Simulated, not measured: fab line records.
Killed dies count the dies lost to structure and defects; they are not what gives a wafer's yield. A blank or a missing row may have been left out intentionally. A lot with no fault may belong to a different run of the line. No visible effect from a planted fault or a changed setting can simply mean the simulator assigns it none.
fab line records	flow nand-harc
record lots=13	wafers=39	last-day=25
route steps=1159 shown A_CONTACT@947 A_BLC@969 END@1159
lots untouched by any fault: they come from a run of this same line in which no faults occurred
start-h: hours from the record's opening day to when the first of the lot's shown wafers began	wait-h: hours from the lot's prior step to this one	" unchanged from the row above	L1.1+2: a single row standing in for several wafers	- value missing, or start not given	* or withheld: withheld	< > ~ a bound
route shown NAME@n: names a module that has steps shown in the file, with the first one's number in the route	usual: mean and standard deviation over wafers with no fault	same: alike in all rows	chamber/n: place in a boat	sites: readings site by site	_std_site: their standard deviation	_edge_site: the outer-site mean with the inner-site mean subtracted	radius-mm: how far each site lies from the wafer's centre	mask NAME#n: copy n	behind: the tool/chamber that last shaped the wafer	hold: the reason the lot was held/the length of the hold in hours/how it ended	device: transistor that didn't switch, given as n, p or np	end of line: the same wafers' tests at the end of the route	a step with no rows: only its recipe	killed: count of dies lost to structure and defects at first sort (not the wafer's yield)	map: a wafer's dies, x killed, . not, _ none there
set.NAME: the setting that was run; set.NAME@STEP: the one run at that earlier step	model.NAME: the simulator's own value behind a step, which no gauge read
a sample of lots followed through the steps of the route, with each step as a table and each wafer as a row
services: when a tool's chamber went out of use (start-h, in hours from the record's first day, below 0 if earlier), for how many hours, and the reason
## steps
# step NHARC_A_CONTACT_ETCH_138
# recipe source-w=withheld	pressure-mtorr=20	bias-v=3000	time-s=132	target-depth-a=12890	ar-flow-sccm=withheld	c4f8-flow-sccm=withheld	o2-flow-sccm=withheld	chemistry=C4F8/O2/Ar
lot.wafer	tool	chamber	start-h	wait-h	rf-hours-counter-h
L416.1	har-cap-etch-03	0	390.94	0.1	82
L416.4	"	1	"	"	-
L416.5	"	0	"	"	-
L418.2	har-cap-etch-02	0	392.98	0.1	15
L418.1	"	1	"	"	15
L418.6	"	0	"	"	-
L417.2	har-cap-etch-03	1	396.28	0.1	83
L417.4	"	1	"	"	-
L417.6	"	1	"	"	-
L420.1	har-cap-etch-03	0	402.41	0.1	83
L420.2	"	1	"	"	83
L420.5	"	0	"	"	-
L422.4	har-cap-etch-02	1	419.02	0.1	-
L422.6	"	0	"	"	-
L422.5	"	1	"	"	-
L419.3	har-cap-etch-01	1	422.92	0.1	-
L419.4	"	0	"	"	-
L419.6	"	1	"	"	-
L425.1	har-cap-etch-02	0	447.96	0.1	25
L425.4	"	0	"	"	-
L425.5	"	0	"	"	-
L428.2	har-cap-etch-03	1	455.74	0.1	93
L428.4	"	1	"	"	-
L428.5	"	1	"	"	-
L429.2	har-cap-etch-01	1	456.19	0.1	72
L429.4	"	1	"	"	-
L429.5	"	1	"	"	-
L427.1	har-cap-etch-01	0	462.29	0.1	72
L427.2	"	1	"	"	72
L427.4	"	1	"	"	-
L435.2	har-cap-etch-02	1	492.41	0.2	34
L435.3	"	0	"	"	-
L435.4	"	1	"	"	-
L438.1	har-cap-etch-03	1	516.03	0.1	104
L438.4	"	1	"	"	-
L438.6	"	0	"	"	-
L437.1	har-cap-etch-03	1	522.49	0.1	105
L437.3	"	1	"	"	-
L437.5	"	0	"	"	-
# step NHARC_A_CONTACT_ETCH_98
# recipe target-depth-a=200	over-etch-frac=0.5	time-s=10	ion-energy-ev=250	c4f6-flow-sccm=25	o2-flow-sccm=20	ar-flow-sccm=500	rf-w=600	bias-w=500	chemistry=C4F6/O2
# usual drypump-motor-current-A=5.4/0.45	oes-product-au=0.965/0.023	rf-fwd-power-W=587.2/2.8	rf-vpp-V=546.6/2.9	showerhead-plenum-p-Torr=3.91/0.13	throttle-valve-pct=26.904/0.0096
lot.wafer	tool	chamber	start-h	wait-h	drypump-motor-current-A	oes-product-au	rf-fwd-power-W	rf-hours-counter-h	rf-vpp-V	showerhead-plenum-p-Torr	throttle-valve-pct
L416.1	rie-diel-02	0	-	-	6.0	0.974	579.8	18	545.4	3.85	26.913
L416.4	"	1	"	"	5.5	0.986	587.3	18	547.5	3.96	26.907
L416.5	"	2	"	"	5.2	0.978	587.1	-	553.0	4.22	26.906
L418.1	rie-diel-12	2	-	-	5.2	1.013	585.2	0	545.6	3.84	26.905
L418.2	"	3	"	"	6.2	1.011	591.0	0	541.8	3.76	26.900
L418.6	"	0	"	"	5.5	1.010	587.3	-	546.2	3.90	26.896
L417.4	rie-diel-12	2	397.07	0.1	5.2	0.968	583.5	1	545.5	3.84	26.895
L417.2	"	3	"	"	6.2	0.949	597.0	1	544.3	3.75	26.893
L417.6	"	0	"	"	5.5	0.945	585.1	-	546.6	3.90	26.909
L420.2	rie-diel-04	0	-	-	5.6	0.948	586.9	44	546.8	3.89	26.915
L420.1	"	2	"	"	5.9	0.974	588.5	44	546.4	3.86	26.915
L420.5	"	0	"	"	5.6	0.946	589.7	-	545.4	3.89	26.890
L422.4	rie-diel-02	1	-	-	5.5	0.980	586.0	28	547.4	3.96	26.910
L422.6	"	2	"	"	5.2	0.969	586.0	-	553.6	4.21	26.907
L422.5	"	3	"	"	5.4	0.961	588.4	-	546.6	3.91	26.905
L419.4	rie-diel-02	0	-	-	5.9	0.964	584.5	28	545.5	3.85	26.915
L419.3	"	1	"	"	5.6	0.975	585.1	29	548.0	3.96	26.899
L419.6	"	3	"	"	5.4	0.961	588.7	-	546.3	3.91	26.899
L425.1	rie-diel-12	3	449.01	0.5	6.2	0.967	591.7	11	544.3	3.75	26.902
L425.5	"	3	"	"	6.2	0.966	592.0	-	543.0	3.75	26.902
L425.4	"	1	"	"	4.7	0.961	586.7	-	550.3	4.09	26.906
L428.2	rie-diel-12	3	-	-	6.2	0.941	592.0	12	542.7	3.75	26.906
L428.4	"	1	"	"	4.7	0.925	588.2	12	550.1	4.09	26.928
L428.5	"	0	"	"	5.5	0.929	588.9	-	546.5	3.90	26.904
L429.4	rie-diel-04	0	-	-	5.6	0.943	592.0	67	547.3	3.87	26.896
L429.2	"	1	"	"	5.0	0.953	586.0	65	545.8	3.89	26.909
L429.5	"	3	"	"	5.3	0.963	588.0	-	543.9	3.72	26.916
L427.2	rie-diel-12	1	-	-	4.7	0.923	587.7	13	549.9	4.09	26.899
L427.4	"	2	"	"	5.2	0.946	585.5	13	545.6	3.84	26.877
L427.1	"	3	"	"	6.2	0.941	591.1	13	543.2	3.75	26.903
L435.3	rie-diel-12	3	-	-	6.2	0.944	591.7	20	543.3	3.74	26.898
L435.4	"	1	"	"	4.7	0.939	588.6	21	550.8	4.09	26.897
L435.2	"	2	"	"	5.2	0.953	586.3	21	546.5	3.83	26.904
L438.1	rie-diel-04	1	516.70	0.1	4.9	0.963	588.6	16	545.6	3.88	26.894
L438.6	"	0	"	"	5.6	0.945	587.8	-	545.7	3.86	26.912
L438.4	"	1	"	"	4.9	0.959	587.9	-	545.7	3.88	26.890
L437.3	rie-diel-12	1	-	-	4.7	0.987	590.6	27	549.3	4.08	26.921
L437.1	"	2	"	"	5.2	1.002	581.4	27	544.6	3.83	26.913
L437.5	"	1	"	"	4.7	0.989	588.6	-	550.2	4.08	26.905
# step NHARC_A_CONTACT_ALD_18
# recipe target-thk-a=30	pulse-time-s=1	ald-cycles=150	temp-c=450	material=TiN
# usual heater-power-w=1160/160	precursor-pulse-height-rel=1.002/0.02
lot.wafer	tool	chamber	start-h	wait-h	heater-power-w	precursor-pulse-height-rel
L416.1	ald-metal-03	1	392.63	-	1227	0.981
L416.4	"	3	"	"	1065	1.004
L416.5	"	0	"	"	1473	1.003
L418.2	ald-metal-04	2	395.16	-	1115	1.015
L418.1	"	0	"	"	983	1.008
L418.6	"	2	"	"	1107	0.986
L417.2	ald-metal-03	1	398.13	-	1251	0.995
L417.4	"	3	"	"	1115	1.009
L417.6	"	0	"	"	1457	0.988
L420.2	ald-metal-02	0	404.20	-	966	1.005
L420.1	"	3	"	"	811	1.033
L420.5	"	1	"	"	1167	1.023
L422.4	ald-metal-04	0	420.70	-	976	0.979
L422.5	"	0	"	"	960	1.017
L422.6	"	1	"	"	1185	1.007
L419.3	ald-metal-03	1	424.71	-	1216	1.013
L419.4	"	2	"	"	984	0.961
L419.6	"	0	"	"	1420	1.001
L425.1	ald-metal-03	1	450.32	-	1217	1.012
L425.4	"	0	"	"	1472	1.002
L425.5	"	2	"	"	1024	0.982
L429.2	ald-metal-04	2	457.85	-	1128	1.001
L429.5	"	2	"	"	1111	0.990
L429.4	"	3	"	"	1296	0.982
L428.2	ald-metal-03	2	457.89	-	1034	1.016
L428.5	"	2	"	"	1014	1.018
L428.4	"	0	"	"	1425	1.024
L427.2	ald-metal-03	3	464.05	-	1085	1.000
L427.1	"	0	"	"	1455	1.023
L427.4	"	3	"	"	1110	1.012
L435.4	ald-metal-04	0	494.54	-	977	0.959
L435.3	"	1	"	"	1221	1.008
L435.2	"	2	"	"	1146	0.983
L438.1	ald-metal-03	2	518.17	-	977	1.002
L438.4	"	3	"	"	1172	0.995
L438.6	"	1	"	"	1255	0.998
L437.3	ald-metal-03	2	524.23	-	977	1.044
L437.1	"	3	"	"	1165	1.018
L437.5	"	2	"	"	980	1.016
# step NHARC_A_BLC_SOFTBAKE_05
# recipe temp-c=105	time-s=55
# usual heater-power-total-W=188.46/0.15
lot.wafer	tool	chamber	start-h	wait-h	heater-power-total-W
L416.1	litho-track-04	0	398	-	188.44
L416.4	"	0	"	"	188.34
L416.5	"	0	"	"	188.65
L418.1	litho-track-06	0	399	-	188.47
L418.2	"	0	"	"	188.34
L418.6	"	0	"	"	188.73
L417.2	litho-track-06	0	399	-	188.45
L417.4	"	0	"	"	188.34
L417.6	"	0	"	"	188.75
L420.1	litho-track-01	0	409	-	188.38
L420.2	"	0	"	"	188.34
L420.5	"	0	"	"	188.78
L422.4	litho-track-01	0	425	-	188.33
L422.5	"	0	"	"	188.37
L422.6	"	0	"	"	188.40
L419.3	litho-track-04	0	429	-	188.44
L419.4	"	0	"	"	188.37
L419.6	"	0	"	"	188.37
L425.1	litho-track-01	0	453	-	188.50
L425.4	"	0	"	"	188.38
L425.5	"	0	"	"	188.48
L429.2	litho-track-01	0	459	-	163.56
L429.4	"	0	"	"	163.57
L429.5	"	0	"	"	163.52
L428.2	litho-track-01	0	460	-	163.60
L428.4	"	0	"	"	163.49
L428.5	"	0	"	"	163.71
L427.1	litho-track-01	0	470	-	163.72
L427.2	"	0	"	"	163.76
L427.4	"	0	"	"	163.65
L435.2	litho-track-06	0	496	-	188.46
L435.3	"	0	"	"	188.25
L435.4	"	0	"	"	188.34
L438.1	litho-track-06	0	521	-	188.41
L438.4	"	0	"	"	188.36
L438.6	"	0	"	"	188.50
L437.1	litho-track-06	0	529	-	188.38
L437.3	"	0	"	"	188.35
L437.5	"	0	"	"	188.36
# step NHARC_END_SORT_01
# recipe temp-c=25
# usual killed-at-array=27/11	killed-at-other=0.7/1.1	killed-at-periphery=3.4/2.1	killed-dies=31/12	killed-open=3.6/2	killed-short=2.0/1.3
# same gross-dies=677
lot.wafer	tool	chamber	start-h	wait-h	killed-at-array	killed-at-other	killed-at-periphery	killed-dies	killed-open	killed-short
L418.1	prober-01	0	450.72	2.5	16	1	3	20	6	2
L418.2	prober-01	0	451.52	2.8	15	0	4	19	3	2
L418.6	prober-01	0	454.68	4.0	16	0	2	18	5	0
L416.1	prober-02	0	450.76	2.5	21	0	5	26	0	3
L416.4	prober-02	0	453.15	3.4	36	0	3	39	3	3
L416.5	prober-02	0	453.94	3.7	38	0	6	44	6	2
L420.1	prober-01	0	458.50	2.5	18	1	3	22	2	0
L420.2	prober-01	0	459.31	2.8	33	2	6	41	4	2
L420.5	prober-01	0	461.73	3.7	24	0	7	31	1	0
L417.2	prober-02	0	459.29	2.8	26	1	1	28	6	1
L417.4	prober-02	0	460.89	3.4	18	0	5	23	2	3
L417.6	prober-02	0	462.48	4.0	22	0	3	25	1	2
L422.4	prober-02	0	472.80	3.4	11	0	5	16	0	0
L422.5	prober-02	0	473.61	3.7	14	0	5	19	5	0
L422.6	prober-02	0	474.42	4.1	15	0	1	16	4	0
L419.3	prober-01	0	479.76	3.1	15	2	5	22	6	1
L419.4	prober-01	0	480.56	3.4	22	0	1	23	0	1
L419.6	prober-01	0	482.15	4.0	27	0	4	31	3	1
L425.1	prober-02	0	498.36	2.5	19	0	3	22	4	2
L425.4	prober-02	0	500.75	3.4	19	0	2	21	8	3
L425.5	prober-02	0	501.54	3.7	11	0	3	14	1	3
L429.2	prober-02	0	506.88	2.8	12	3	3	18	2	3
L429.4	prober-02	0	508.44	3.3	34	0	1	35	5	1
L429.5	prober-02	0	509.23	3.6	25	2	1	28	3	1
L428.2	prober-01	0	507.00	2.8	36	0	4	40	6	4
L428.4	prober-01	0	508.59	3.4	38	0	7	45	2	4
L428.5	prober-01	0	509.38	3.7	36	0	5	41	6	0
L427.1	prober-02	0	518.60	2.4	50	1	3	54	7	1
L427.2	prober-02	0	519.39	2.8	55	1	2	58	4	1
L427.4	prober-02	0	520.98	3.4	56	0	6	62	3	1
L435.2	prober-01	0	547.24	2.8	16	0	0	16	1	1
L435.3	prober-01	0	548.04	3.1	15	0	1	16	2	2
L435.4	prober-01	0	548.84	3.4	20	1	5	26	3	2
L438.1	prober-01	0	570.98	2.5	14	0	1	15	2	3
L438.4	prober-01	0	573.46	3.5	20	0	2	22	1	3
L438.6	prober-01	0	575.12	4.1	20	0	3	23	4	3
L437.1	prober-01	0	588.30	2.5	30	4	6	40	4	2
L437.3	prober-01	0	589.91	3.1	26	4	2	32	6	1
L437.5	prober-01	0	591.52	3.7	30	2	2	34	5	1
# killed by level:class
L418.1 A_CONTACT:chamber-film-flake=3 A_ONON_D1:geometric-particle:open=2 A_CHANNEL_HOLE_D1:chamber-film-flake=2 P_CONTACT:geometric-particle:open=1 A_ONON_D1:geometric-particle:short=1 A_CHANNEL_HOLE_D1:geometric-particle:short=1 A_WL_FILL:geometric-particle:open=1 A_BLC:geometric-particle:open=1
L416.1 A_CHANNEL_HOLE_D1:chamber-film-flake=10 P_M1:chamber-film-flake=3 A_SLIT:chamber-film-flake=3 A_STAIRCASE:chamber-film-flake=3 P_STI:chamber-film-flake=2 A_ZERO_WELL:chamber-film-flake=2 A_CHANNEL_HOLE_D1:geometric-particle:short=1 A_CHANNEL_FILL_D1:geometric-particle:short=1
L418.2 A_CHANNEL_HOLE_D1:chamber-film-flake=4 A_CONTACT:chamber-film-flake=3 A_CHANNEL_FILL_D1:chamber-film-flake=2 A_STAIRCASE:chamber-film-flake=2 P_STI:geometric-particle:short=1 P_GATE:geometric-particle:short=1 P_CONTACT:geometric-particle:open=1 A_BLC:geometric-particle:open=1
L416.4 A_CHANNEL_HOLE_D1:chamber-film-flake=11 A_SLIT:chamber-film-flake=11 A_CONTACT:chamber-film-flake=4 P_M1:chamber-film-flake=2 A_STAIRCASE:chamber-film-flake=2 A_ONON_D1:geometric-particle:short=1 A_CHANNEL_FILL_D1:geometric-particle:open=1 A_CHANNEL_FILL_D1:geometric-particle:short=1
L416.5 A_CHANNEL_HOLE_D1:chamber-film-flake=15 A_SLIT:chamber-film-flake=13 P_M1:chamber-film-flake=3 P_M1:geometric-particle:open=2 A_ONON_D1:geometric-particle:short=2 A_STAIRCASE:chamber-film-flake=2 A_CONTACT:chamber-film-flake=2 A_CHANNEL_FILL_D1:geometric-particle:open=1
L418.6 A_M0:geometric-particle:open=3 A_STAIRCASE:chamber-film-flake=3 A_CONTACT:chamber-film-flake=3 A_CHANNEL_FILL_D1:chamber-film-flake=2 A_WL_FILL:chamber-film-flake=2 A_CHANNEL_FILL_D1:geometric-particle:open=1 A_WL_FILL:geometric-particle:open=1 P_ZERO_WELL:chamber-film-flake=1
L420.1 A_CHANNEL_HOLE_D1:chamber-film-flake=13 A_SLIT:chamber-film-flake=2 A_CONTACT:chamber-film-flake=2 P_CONTACT:geometric-particle:open=1 P_ZERO_WELL:chamber-film-flake=1 P_M2:chamber-film-flake=1 STARTING-WAFER:geometric-particle:open=1 A_STAIRCASE:chamber-film-flake=1
L417.2 A_SLIT:chamber-film-flake=10 A_CHANNEL_HOLE_D1:chamber-film-flake=3 A_CHANNEL_FILL_D1:chamber-film-flake=3 A_M0:geometric-particle:open=2 A_STAIRCASE:chamber-film-flake=2 A_CONTACT:chamber-film-flake=2 P_STI:geometric-particle:open=1 A_SOURCE_PLATE:geometric-particle:open=1
L420.2 A_CHANNEL_HOLE_D1:chamber-film-flake=20 P_ZERO_WELL:chamber-film-flake=3 A_CONTACT:chamber-film-flake=3 A_STAIRCASE:chamber-film-flake=3 A_SLIT:chamber-film-flake=3 STARTING-WAFER:geometric-particle:open=2 P_CONTACT:geometric-particle:open=1 P_CONTACT:geometric-particle:short=1
L417.4 A_SLIT:chamber-film-flake=6 A_CONTACT:chamber-film-flake=4 A_STAIRCASE:chamber-film-flake=3 P_GATE:chamber-film-flake=2 A_CHANNEL_HOLE_D1:chamber-film-flake=2 P_M0:geometric-particle:short=1 P_M1:geometric-particle:open=1 A_CHANNEL_FILL_D1:geometric-particle:short=1
L420.5 A_CHANNEL_HOLE_D1:chamber-film-flake=11 A_CONTACT:chamber-film-flake=8 P_ZERO_WELL:chamber-film-flake=5 A_STAIRCASE:chamber-film-flake=2 P_M1:geometric-particle:open=1 P_STI:chamber-film-flake=1 A_ZERO_WELL:chamber-film-flake=1 A_CHANNEL_FILL_D1:chamber-film-flake=1
L417.6 A_SLIT:chamber-film-flake=6 A_STAIRCASE:chamber-film-flake=5 A_CHANNEL_HOLE_D1:chamber-film-flake=3 P_CONTACT:chamber-film-flake=2 A_CHANNEL_FILL_D1:chamber-film-flake=2 A_CONTACT:chamber-film-flake=2 A_WL_FILL:geometric-particle:short=1 A_WL_FILL:geometric-particle:open=1
L422.4 A_STAIRCASE:chamber-film-flake=6 A_BLC:chamber-film-flake=3 P_ZERO_WELL:chamber-film-flake=2 P_STI:chamber-film-flake=2 A_CHANNEL_HOLE_D1:chamber-film-flake=2 P_GATE:chamber-film-flake=1
L422.5 A_STAIRCASE:chamber-film-flake=6 P_M0:geometric-particle:open=2 P_STI:chamber-film-flake=2 A_CHANNEL_HOLE_D1:chamber-film-flake=2 A_WL_FILL:chamber-film-flake=2 P_CONTACT:geometric-particle:open=1 A_WL_FILL:geometric-particle:open=1 A_CONTACT:geometric-particle:open=1
L422.6 A_CHANNEL_HOLE_D1:chamber-film-flake=3 A_STAIRCASE:chamber-film-flake=3 A_ZERO_WELL:chamber-film-flake=2 A_CONTACT:chamber-film-flake=2 A_BLC:chamber-film-flake=2 P_M1:geometric-particle:open=1 A_ONON_D1:geometric-particle:open=1 A_WL_FILL:geometric-particle:open=1
L419.3 A_SLIT:chamber-film-flake=4 A_BLC:chamber-film-flake=4 A_STAIRCASE:chamber-film-flake=3 STARTING-WAFER:geometric-particle:open=2 P_GATE:chamber-film-flake=2 P_STI:geometric-particle:open=1 P_M0:geometric-particle:open=1 A_ONON_D1:geometric-particle:open=1
L419.4 A_SLIT:chamber-film-flake=13 A_BLC:chamber-film-flake=4 A_STAIRCASE:chamber-film-flake=2 A_ONON_D1:geometric-particle:short=1 P_GATE:chamber-film-flake=1 A_ZERO_WELL:chamber-film-flake=1 A_BONDPAD:chamber-film-flake=1
L419.6 A_SLIT:chamber-film-flake=11 A_BONDPAD:chamber-film-flake=6 A_CHANNEL_HOLE_D1:chamber-film-flake=3 A_STAIRCASE:chamber-film-flake=3 P_GATE:chamber-film-flake=2 A_BLC:chamber-film-flake=2 P_GATE:geometric-particle:short=1 P_M0:geometric-particle:open=1
L425.1 A_STAIRCASE:chamber-film-flake=5 A_CHANNEL_HOLE_D1:chamber-film-flake=4 A_CONTACT:chamber-film-flake=4 P_GATE:chamber-film-flake=2 A_SOURCE_PLATE:geometric-particle:short=1 A_CHANNEL_FILL_D1:geometric-particle:open=1 A_WL_FILL:geometric-particle:open=1 A_CONTACT:geometric-particle:open=1
L425.4 A_STAIRCASE:chamber-film-flake=7 A_CONTACT:geometric-particle:open=4 P_M0:geometric-particle:open=1 A_ONON_D1:geometric-particle:open=1 A_ONON_D1:geometric-particle:short=1 A_CHANNEL_FILL_D1:geometric-particle:short=1 A_WL_FILL:geometric-particle:short=1 A_WL_FILL:geometric-particle:open=1
L425.5 A_CHANNEL_HOLE_D1:chamber-film-flake=4 P_GATE:chamber-film-flake=2 A_STAIRCASE:chamber-film-flake=2 P_M0:geometric-particle:short=1 A_ONON_D1:geometric-particle:open=1 A_CHANNEL_HOLE_D1:geometric-particle:short=1 A_SGD_CUT:geometric-particle:short=1 A_ZERO_WELL:chamber-film-flake=1
L429.2 A_SLIT:chamber-film-flake=3 A_CONTACT:chamber-film-flake=3 THIN_TSV:chamber-film-flake=3 A_CHANNEL_HOLE_D1:chamber-film-flake=2 A_STAIRCASE:chamber-film-flake=2 P_STI:geometric-particle:open=1 P_GATE:geometric-particle:open=1 P_CONTACT:geometric-particle:short=1
L428.2 A_CHANNEL_HOLE_D1:chamber-film-flake=20 A_CONTACT:chamber-film-flake=5 A_CONTACT:geometric-particle:open=2 A_CONTACT:geometric-particle:short=2 P_M1:chamber-film-flake=2 P_M0:geometric-particle:open=1 A_SOURCE_PLATE:geometric-particle:short=1 A_CHANNEL_FILL_D1:geometric-particle:open=1
L429.4 A_SLIT:chamber-film-flake=16 A_CHANNEL_HOLE_D1:chamber-film-flake=3 A_WL_FILL:chamber-film-flake=3 A_CONTACT:chamber-film-flake=3 A_CONTACT:geometric-particle:open=2 A_M0:chamber-film-flake=2 P_CONTACT:geometric-particle:open=1 A_WL_FILL:geometric-particle:open=1
L428.4 A_CHANNEL_HOLE_D1:chamber-film-flake=23 A_CONTACT:chamber-film-flake=7 P_M1:chamber-film-flake=4 A_WL_FILL:geometric-particle:short=3 A_WL_FILL:chamber-film-flake=3 P_M1:geometric-particle:open=1 A_CHANNEL_FILL_D1:geometric-particle:short=1 A_BLC:geometric-particle:open=1
L429.5 A_SLIT:chamber-film-flake=11 A_CHANNEL_HOLE_D1:chamber-film-flake=4 A_CONTACT:geometric-particle:open=2 THIN_TSV:chamber-film-flake=2 A_WL_FILL:chamber-film-flake=2 A_WL_FILL:geometric-particle:open=1 A_CONTACT:geometric-particle:short=1 P_M1:chamber-film-flake=1
L428.5 A_CHANNEL_HOLE_D1:chamber-film-flake=26 A_CONTACT:chamber-film-flake=4 A_WL_FILL:geometric-particle:open=2 A_BLC:geometric-particle:open=2 P_GATE:chamber-film-flake=2 P_M1:chamber-film-flake=2 P_CONTACT:geometric-particle:open=1 A_CHANNEL_FILL_D1:geometric-particle:open=1
L427.1 A_CHANNEL_HOLE_D1:chamber-film-flake=21 A_STAIRCASE:chamber-film-flake=10 A_SLIT:chamber-film-flake=7 A_CONTACT:chamber-film-flake=3 A_WL_FILL:geometric-particle:open=2 P_ZERO_WELL:chamber-film-flake=2 P_CONTACT:geometric-particle:open=1 A_ONON_D1:geometric-particle:open=1
L427.2 A_CHANNEL_HOLE_D1:chamber-film-flake=18 A_STAIRCASE:chamber-film-flake=15 A_SLIT:chamber-film-flake=12 A_CONTACT:chamber-film-flake=3 A_ONON_D1:geometric-particle:open=2 P_ZERO_WELL:chamber-film-flake=2 A_CHANNEL_FILL_D1:geometric-particle:open=1 A_WL_FILL:geometric-particle:open=1
L427.4 A_CHANNEL_HOLE_D1:chamber-film-flake=20 A_SLIT:chamber-film-flake=19 A_STAIRCASE:chamber-film-flake=12 A_CHANNEL_FILL_D1:geometric-particle:open=2 P_ZERO_WELL:chamber-film-flake=2 P_M1:chamber-film-flake=2 A_SGD_CUT:geometric-particle:short=1 A_CONTACT:geometric-particle:open=1
L435.2 A_SLIT:chamber-film-flake=6 A_CHANNEL_HOLE_D1:chamber-film-flake=4 A_CONTACT:chamber-film-flake=4 A_CHANNEL_FILL_D1:geometric-particle:open=1 A_SGD_CUT:geometric-particle:short=1
L435.3 A_SLIT:chamber-film-flake=5 A_SGD_CUT:chamber-film-flake=3 A_CONTACT:chamber-film-flake=3 P_STI:geometric-particle:short=1 A_WL_FILL:geometric-particle:open=1 A_M0:geometric-particle:open=1 A_M1:geometric-particle:short=1 A_CHANNEL_HOLE_D1:chamber-film-flake=1
L435.4 A_SLIT:chamber-film-flake=9 A_CHANNEL_HOLE_D1:chamber-film-flake=5 P_GATE:chamber-film-flake=2 P_GATE:geometric-particle:open=1 A_CHANNEL_HOLE_D1:geometric-particle:open=1 A_WL_FILL:geometric-particle:short=1 A_M1:geometric-particle:short=1 STARTING-WAFER:geometric-particle:open=1
L438.1 A_CHANNEL_HOLE_D1:chamber-film-flake=5 A_CONTACT:chamber-film-flake=2 A_CHANNEL_FILL_D1:geometric-particle:short=2 A_M0:chamber-film-flake=2 P_M0:geometric-particle:open=1 A_CONTACT:geometric-particle:short=1 A_CONTACT:geometric-particle:open=1 A_SLIT:chamber-film-flake=1
L438.4 A_CHANNEL_HOLE_D1:chamber-film-flake=10 A_CONTACT:chamber-film-flake=3 A_SOURCE_PLATE:geometric-particle:short=1 A_CHANNEL_FILL_D1:geometric-particle:short=1 A_WL_FILL:geometric-particle:short=1 A_WL_FILL:geometric-particle:open=1 P_GATE:chamber-film-flake=1 P_CONTACT:chamber-film-flake=1
L438.6 A_CHANNEL_HOLE_D1:chamber-film-flake=6 A_CONTACT:geometric-particle:open=3 P_GATE:chamber-film-flake=3 A_STAIRCASE:chamber-film-flake=3 A_SLIT:chamber-film-flake=2 A_M0:chamber-film-flake=2 A_SOURCE_PLATE:geometric-particle:short=1 A_ONON_D1:geometric-particle:short=1
L437.1 A_SLIT:chamber-film-flake=11 A_CHANNEL_HOLE_D1:chamber-film-flake=10 THIN_TSV:chamber-film-flake=4 P_ZERO_WELL:chamber-film-flake=3 A_CONTACT:geometric-particle:open=2 A_WL_FILL:chamber-film-flake=2 A_CONTACT:chamber-film-flake=2 P_GATE:geometric-particle:short=1
L437.3 A_SLIT:chamber-film-flake=9 A_CHANNEL_HOLE_D1:chamber-film-flake=7 A_CONTACT:chamber-film-flake=3 THIN_TSV:chamber-film-flake=3 P_GATE:geometric-particle:open=1 P_CONTACT:geometric-particle:short=1 A_CHANNEL_HOLE_D1:geometric-particle:open=1 A_CONTACT:geometric-particle:open=1
L437.5 A_SLIT:chamber-film-flake=12 A_CHANNEL_HOLE_D1:chamber-film-flake=11 P_CONTACT:geometric-particle:open=2 THIN_TSV:chamber-film-flake=2 A_CHANNEL_HOLE_D1:geometric-particle:open=1 A_CONTACT:geometric-particle:open=1 A_BLC:geometric-particle:open=1 A_M0:geometric-particle:short=1
## services
tool	chamber	start-h	hours	kind
ald-metal-03	3	373.32	6.8	repair
rie-diel-12	1	377.90	11.2	repair
rie-diel-12	-	379.40	9.0	pm
ald-metal-03	2	380.87	41.1	repair
ald-metal-04	-	406.00	10.0	pm
ald-metal-03	1	409.67	8.6	repair
litho-track-01	-	443.00	7.0	pm
ald-metal-03	-	450.70	0.5	repair
ald-metal-03	1	452.21	9.4	repair
ald-metal-03	1	462.66	6.3	repair
rie-diel-04	-	465.99	9.0	pm
litho-track-06	-	467.00	7.0	pm
rie-diel-02	1	476.65	8.6	repair
ald-metal-04	-	479.03	3.2	repair
rie-diel-04	1	482.68	7.7	repair
har-cap-etch-01	-	485.99	0.2	repair
litho-track-04	-	491.00	7.0	pm
rie-diel-04	0	495.01	1.6	repair
ald-metal-03	-	500.00	10.0	pm
ald-metal-03	0	500.00	10.0	vent-cycle
rie-diel-04	2	505.53	21.7	repair
rie-diel-02	-	505.76	9.0	pm
rie-diel-04	3	517.27	2.7	repair
rie-diel-04	1	528.60	1.7	repair
## key
first-sign step=NHARC_A_BLC_SOFTBAKE_05	reading=heater-power-total-W	direction=down	sigmas=99+	usual=*	struck=*
effect none on later readings
met-at NHARC_A_BLC_SOFTBAKE_05
struck-lots L427,L428,L429
tester-left-out L427,L428,L429
not-acting-at NHARC_A_CONTACT_ETCH_138,NHARC_A_CONTACT_ETCH_98,NHARC_A_CONTACT_ALD_18
onset-between 453 459
fault kind=process-parameter-drift	tool=litho-track-01	chamber=-	onset-h=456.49	steps=NHARC_A_BLC_SOFTBAKE_05	channel=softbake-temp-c	offset=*	shape=step	end-h=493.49	acts-in=*	stated=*
# tester-left-out: of these lots the tester's yield and bins aren't shown, on N5 and GAA mostly nor the transistor test; their killed dies are dies lost to structure and defects alone, not to doping, threshold or leakage, so they don't give the yield
